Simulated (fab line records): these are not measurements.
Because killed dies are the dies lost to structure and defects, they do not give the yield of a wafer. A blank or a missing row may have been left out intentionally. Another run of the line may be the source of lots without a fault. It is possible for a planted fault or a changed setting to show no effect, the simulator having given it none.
What tool caused it? / flow n5 finfet / 11 lots, 33 wafers sampled, at 3 steps of a route of 1938

WHAT EACH GAUGE READ, for each wafer
N5_PASSIVATION_CD_MEAS_30: target cd 4000 nm. Usual: cd nm reads 4000.6 nm (standard deviation 1.6).
lot=L688; measured=day 13 00:47; on=cd sem-01; cd nm (nm)=3999.4 3999.5 4001.8; flag=
lot=L691; measured=day 14 05:14; on=cd sem-02; cd nm (nm)=4001.2 4002.7 4003.8; flag=
lot=L692; measured=day 13 22:30; on=cd sem-01; cd nm (nm)=4001.2 3998.7 3999.1; flag=
lot=L693; measured=day 14 23:44; on=cd sem-01; cd nm (nm)=4000.1 3998.5 4000.2; flag=
lot=L694; measured=day 15 06:14; on=cd sem-02; cd nm (nm)=3999.1 4002.6 4002.8; flag=
lot=L695; measured=day 15 05:02; on=cd sem-01; cd nm (nm)=3999.4 3996.4 3998.5; flag=
lot=L696; measured=day 15 15:31; on=cd sem-03; cd nm (nm)=4000.2 4000.9 3998.3; flag=
lot=L700; measured=day 17 15:25; on=cd sem-01; cd nm (nm)=4001.4 4001.1 4002.1; flag=
lot=L701; measured=day 17 21:10; on=cd sem-02; cd nm (nm)=4003.6 4002.9 4001.8; flag=
lot=L703; measured=day 18 03:12; on=cd sem-02; cd nm (nm)=3999.1 4000.5 3999.3; flag=
lot=L709; measured=day 19 13:24; on=cd sem-01; cd nm (nm)=3999.6 3999.9 3998.3; flag=

N5_PASSIVATION_CD_MEAS_44: target cd 40000 nm. Usual: cd nm reads 40000 nm (standard deviation 3.4).
lot=L688; measured=day 13 02:45; on=cd sem-01; cd nm (nm)=40008 40007 40010; flag=
lot=L691; measured=day 14 07:27; on=cd sem-01; cd nm (nm)=40003 39999 40004; flag=
lot=L692; measured=day 14 00:31; on=cd sem-02; cd nm (nm)=39998 40003 39997; flag=
lot=L693; measured=day 15 01:44; on=cd sem-02; cd nm (nm)=39994 39996 39996; flag=
lot=L694; measured=day 15 08:23; on=cd sem-01; cd nm (nm)=40003 40004 40006; flag=
lot=L695; measured=day 15 06:54; on=cd sem-01; cd nm (nm)=40003 40000 39999; flag=
lot=L696; measured=day 15 17:29; on=cd sem-02; cd nm (nm)=40000 39998 39999; flag=
lot=L700; measured=day 17 17:16; on=cd sem-02; cd nm (nm)=39996 39994 39999; flag=
lot=L701; measured=day 17 22:58; on=cd sem-01; cd nm (nm)=40001 40004 40001; flag=
lot=L703; measured=day 18 05:28; on=cd sem-02; cd nm (nm)=40001 40004 39997; flag=
lot=L709; measured=day 19 15:08; on=cd sem-01; cd nm (nm)=40000 40000 39994; flag=

TOOL THAT RAN EACH LOT (tool first, then ch and the chambers of the sampled wafers, then the start)
lot=L688; N5_BEOL_M1_SPUTTER_88=pvd sputter-02, day 6 12:05
lot=L691; N5_BEOL_M1_SPUTTER_88=pvd sputter-02, day 7 14:14
lot=L692; N5_BEOL_M1_SPUTTER_88=pvd sputter-03, day 7 15:56
lot=L693; N5_BEOL_M1_SPUTTER_88=pvd sputter-03, day 7 19:04
lot=L694; N5_BEOL_M1_SPUTTER_88=pvd sputter-02, day 8 01:21
lot=L695; N5_BEOL_M1_SPUTTER_88=pvd sputter-03, day 8 03:29
lot=L696; N5_BEOL_M1_SPUTTER_88=pvd sputter-03, day 8 14:49
lot=L700; N5_BEOL_M1_SPUTTER_88=pvd sputter-02, day 10 15:30
lot=L701; N5_BEOL_M1_SPUTTER_88=pvd sputter-02, day 10 22:12
lot=L703; N5_BEOL_M1_SPUTTER_88=pvd sputter-03, day 11 03:50
lot=L709; N5_BEOL_M1_SPUTTER_88=pvd sputter-01, day 12 07:34
- N5_BEOL_M1_SPUTTER_88: material Cu, target thk 4.5 nm, time 8.29 s.

AS READ BY THE TOOLS THEMSELVES (means over the sampled wafers that have a number; for cases with no such wafer, the mark the record gives instead)
N5_BEOL_M1_SPUTTER_88. Usual: chuck gas flow sccm 1.26 sccm, standard deviation 0.052; chuck sensor temp C -16.3 C, standard deviation 0.75; throttle valve pct 29.8 %, standard deviation 0.61.
lot=L688; tool=pvd sputter-02; chuck gas flow sccm (sccm)=1.31; chuck sensor temp C (C)=-16.3; throttle valve pct (%)=29.7; flag=
lot=L691; tool=pvd sputter-02; chuck gas flow sccm (sccm)=1.24; chuck sensor temp C (C)=-15.9; throttle valve pct (%)=29.8; flag=
lot=L692; tool=pvd sputter-03; chuck gas flow sccm (sccm)=1.23; chuck sensor temp C (C)=-16.3; throttle valve pct (%)=30.0; flag=
lot=L693; tool=pvd sputter-03; chuck gas flow sccm (sccm)=1.28; chuck sensor temp C (C)=-16.2; throttle valve pct (%)=29.9; flag=
lot=L694; tool=pvd sputter-02; chuck gas flow sccm (sccm)=1.23; chuck sensor temp C (C)=-16.9; throttle valve pct (%)=29.9; flag=
lot=L695; tool=pvd sputter-03; chuck gas flow sccm (sccm)=1.24; chuck sensor temp C (C)=-16.5; throttle valve pct (%)=30.3; flag=
lot=L696; tool=pvd sputter-03; chuck gas flow sccm (sccm)=1.28; chuck sensor temp C (C)=-16.1; throttle valve pct (%)=30.2; flag=
lot=L700; tool=pvd sputter-02; chuck gas flow sccm (sccm)=1.26; chuck sensor temp C (C)=-17.3; throttle valve pct (%)=29.7; flag=
lot=L701; tool=pvd sputter-02; chuck gas flow sccm (sccm)=1.29; chuck sensor temp C (C)=-17.1; throttle valve pct (%)=30.0; flag=
lot=L703; tool=pvd sputter-03; chuck gas flow sccm (sccm)=1.18; chuck sensor temp C (C)=-16.1; throttle valve pct (%)=29.8; flag=
lot=L709; tool=pvd sputter-01; chuck gas flow sccm (sccm)=1.21; chuck sensor temp C (C)=-15.5; throttle valve pct (%)=29.8; flag=

THE ANSWER, worked out from the rows above alone
Rule: a lot counts as off when the mean over its wafers that have a number is more than 3 standard deviations away from the usual mean. Also off: a lot with no number at a reading for which 4 or more lots have one. Where the step has rows for the other lots, those lots are counted as sound. After the gauges, taken in route order, come the tools' own readings; for these a lot's mean is taken, as printed above. At the first step where some lot is off, the reading lying furthest off is the one used; lots without a number count as furthest.
None of the lots is off at any reading shown; this tells nothing.

WHAT WAS PUT IN BY THE SIMULATOR
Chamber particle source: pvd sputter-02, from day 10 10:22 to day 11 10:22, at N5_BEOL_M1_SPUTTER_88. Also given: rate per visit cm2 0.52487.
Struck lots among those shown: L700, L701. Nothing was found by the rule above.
